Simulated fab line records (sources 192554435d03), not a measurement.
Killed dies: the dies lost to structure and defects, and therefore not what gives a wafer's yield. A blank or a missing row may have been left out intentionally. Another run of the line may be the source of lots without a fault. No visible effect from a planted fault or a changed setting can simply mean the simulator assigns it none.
Struck lot and sound lot, side by side :: flow n5Finfet :: 17 steps out of a route of 1938
Sound: wafers L202.1, L202.3, L202.4. Wafers struck: L206.1, L206.5, L206.6. Last of all comes the cause.
At each step with rows: each side's tool, then ch and its chambers, then its first start. Under that, the readings that differ: sound wafers :: struck wafers :: difference of the means :: sigmas: that difference in standard deviations of wafers without a fault.
alike: a reading whose means differ by less than 2 such deviations, as well as words and numbers matching on both sides. not compared: withheld readings; readings where some wafer has no value; bounds like >300 that might hide an equal value; numbers whose values overlap and for which the record gives no deviation.
The two part at a step that has a row with sigmas, a row that says differs or no value, or rows on one side only. Numbers that don't overlap but have no deviation are shown without sigmas and don't part them. A reading that every wafer of one side lacks parts them only if that side has two wafers or more.

N5_BEOL_M3_ANNEAL_82: time 240 s.
  sound: pvdSputter-02 at day 10 00:59; struck: pvdSputter-01 at day 10 10:22
  alike: heaterPowerW
then, 2 steps without rows for these wafers: N5_BEOL_M3_SPUTTER_86 (material Cu, target thk 4.5 nm, time 8.29 s); N5_BEOL_M3_ANNEAL_87 (time 240 s).
N5_BEOL_M3_SPUTTER_88: material Cu, target thk 4.5 nm, time 8.29 s.
  sound: pvdSputter-02 at day 10 01:20; struck: pvdSputter-01 at day 10 10:44
  alike: throttleValvePct
then, 1 step without rows for these wafers: N5_BEOL_M3_ANNEAL_89 (time 240 s).
N5_BEOL_M3_SPUTTER_90: material Cu, target thk 4.5 nm, time 8.29 s.
  sound: pvdSputter-02 at day 10 01:34; struck: pvdSputter-01 at day 10 10:57
  alike: throttleValvePct
then, 2 steps without rows for these wafers: N5_BEOL_M3_ANNEAL_91 (time 240 s); N5_BEOL_M3_SPUTTER_92 (material Cu, target thk 4.5 nm, time 8.29 s).
N5_BEOL_M3_ANNEAL_93: time 240 s.
  sound: pvdSputter-02 at day 10 01:52; struck: pvdSputter-01 at day 10 11:15
  alike: heaterPowerW
N5_BEOL_M3_SPUTTER_94: material Cu, target thk 4.5 nm, time 8.29 s.
  sound: pvdSputter-02 at day 10 02:00; struck: pvdSputter-01 at day 10 11:23
  alike: throttleValvePct
then, 2 steps without rows for these wafers: N5_BEOL_M3_ANNEAL_95 (time 240 s); N5_BEOL_M3_SPUTTER_96 (material Cu, target thk 4.5 nm, time 8.29 s).
N5_BEOL_M3_ECD_50: material Cu, target thk 300 nm.
  sound on ecdCu-02 ch 0,1, day 10 02:20; struck on ecdCu-02 ch 0,1, day 10 11:44
then, 1 step without rows for these wafers: N5_BEOL_M3_ANNEAL_51 (time 90 s).
N5_BEOL_M3_CMP_52: polishes, stops on SiOC, t overpolish 6.8 s, target thk 40 nm.
  sound on cmp-01 ch 0,2,3, day 10 02:47; struck on cmp-01 ch 0,3, day 10 12:10
reading: timeToEndpointS (s)
sound: 64.8 62.8 62.6
struck: 3.3 2.8 0.0
difference: -61.4
sigmas: -23
  alike: motorCurrentA
N5_BEOL_M4_RC_MEAS_101:
  the record has rows for the sound wafers here (prober-01 ch 0, day 10 17:01) and none for the struck ones
-- a jump in the record: the struck wafers' starts before and after are 5 days apart (it breaks off in module BEOL_M4 and resumes in module PASSIVATION, where the first step shown is number 1936 of the route) --
N5_PASSIVATION_PROBE_49:
  sound: prober-02 at day 14 17:15; struck: prober-01 at day 15 17:24
reading: defectLimitedYield (%)
sound: 91.3 89.4 91.4
struck: 0 0 0
difference: -91
sigmas: -57

reading: killed_at_M0_to_M3
sound: 41 38 33
struck: 1141 1145 1129
difference: +1101
sigmas: +99 or more

reading: killedDies
sound: 103 125 101
struck: 1180 1180 1180
difference: +1070
sigmas: +59

reading: killedOnRim
sound: 18 15 10
struck: 152 152 152
difference: +138
sigmas: +35

reading: sort_bin_5_function (%)
sound: 5.8 6.4 5.5
struck: 97.5 97.9 96.6
difference: +91.4
sigmas: +91

reading: sortNPass
sound: 1077 1055 1079
struck: 0 0 0
difference: -1070
sigmas: -59

reading: sortYieldPct (%)
sound: 91.3 89.4 91.4
struck: 0 0 0
difference: -91
sigmas: -57
  alike: killed_at_M4_up, killedAtContacts, killedAtFrontEnd, killedAtOther, killedOpen, killedShort, sort_bin_6_memory

WHERE THEY PART
At N5_BEOL_M3_CMP_52 first; at N5_PASSIVATION_PROBE_49 last (within this record only).

WHY: what had been put in by the simulator
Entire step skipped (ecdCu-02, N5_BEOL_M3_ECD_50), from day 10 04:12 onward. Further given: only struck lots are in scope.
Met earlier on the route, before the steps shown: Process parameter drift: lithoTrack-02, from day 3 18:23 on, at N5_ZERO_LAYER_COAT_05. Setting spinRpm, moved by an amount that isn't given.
